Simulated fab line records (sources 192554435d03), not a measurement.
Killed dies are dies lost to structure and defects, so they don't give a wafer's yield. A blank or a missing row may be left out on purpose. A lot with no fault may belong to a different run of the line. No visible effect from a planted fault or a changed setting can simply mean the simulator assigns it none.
Chamber matching :: flow n5 finfet :: N5_MIM_TOP_ALD_00 on ald hk-01: 4 sister chambers
The step deposits Al2O3, purge time 3 s, co reactant pulse time 3 s. 8 wafers are shown with their chamber, then 7 later ones without.

== WAFERS PAIRED WITH THEIR CHAMBERS ==
wafer: L663.6
chamber: 3
precursor pulse height rel: 0.993

wafer: L664.4
chamber: 3
precursor pulse height rel: 1.011

wafer: L668.4
chamber: 2
precursor pulse height rel: 1.001

wafer: L675.4
chamber: 0
precursor pulse height rel: 0.996

wafer: L675.5
chamber: 0
precursor pulse height rel: 0.989

wafer: L675.6
chamber: 1
precursor pulse height rel: 1.022

wafer: L678.1
chamber: 2
precursor pulse height rel: 1.000

wafer: L678.3
chamber: 1
precursor pulse height rel: 0.975

== WAFERS MISSING THEIR CHAMBER ==
wafer: L678.4
precursor pulse height rel: 0.996

wafer: L679.3
precursor pulse height rel: 1.028

wafer: L679.4
precursor pulse height rel: 0.981

wafer: L679.6
precursor pulse height rel: 0.989

wafer: L680.2
precursor pulse height rel: 0.948

wafer: L680.3
precursor pulse height rel: 1.033

wafer: L680.5
precursor pulse height rel: 1.029

== THE CHAMBER EACH PASSED THROUGH ==
wafer: L678.4
from the rows above: can't be placed: 1 or 0 or 2 or 3
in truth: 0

wafer: L679.3
from the rows above: can't be placed: 3 or 2 or 1 or 0
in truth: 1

wafer: L679.4
from the rows above: can't be placed: 0 or 1 or 2 or 3
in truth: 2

wafer: L679.6
from the rows above: can't be placed: 0 or 1 or 2 or 3
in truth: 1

wafer: L680.2
from the rows above: can't be placed: 0 or 1 or 2 or 3
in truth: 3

wafer: L680.3
from the rows above: can't be placed: 3 or 2 or 1 or 0
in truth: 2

wafer: L680.5
from the rows above: can't be placed: 3 or 2 or 1 or 0
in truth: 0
0 of 7 placed correctly. Unplaceable from these rows: 7, with the true chamber sitting among the candidates in 7. Wrongly placed: 0.
How it was worked out, from the rows above alone: a wafer's distance from a chamber is the root of the sum, over the readings, of the square of ((its reading less the chamber's mean) divided by the reading's scatter). If the next closest chamber is less than 2 further off than the closest, the wafer can't be placed; otherwise it belongs to the closest. Each chamber's mean is taken over the wafers shown for it. How the scatter is found: for the shown wafers, subtract from each reading the mean of its chamber, square and add these, divide the total by (wafers less chambers), then take the root.
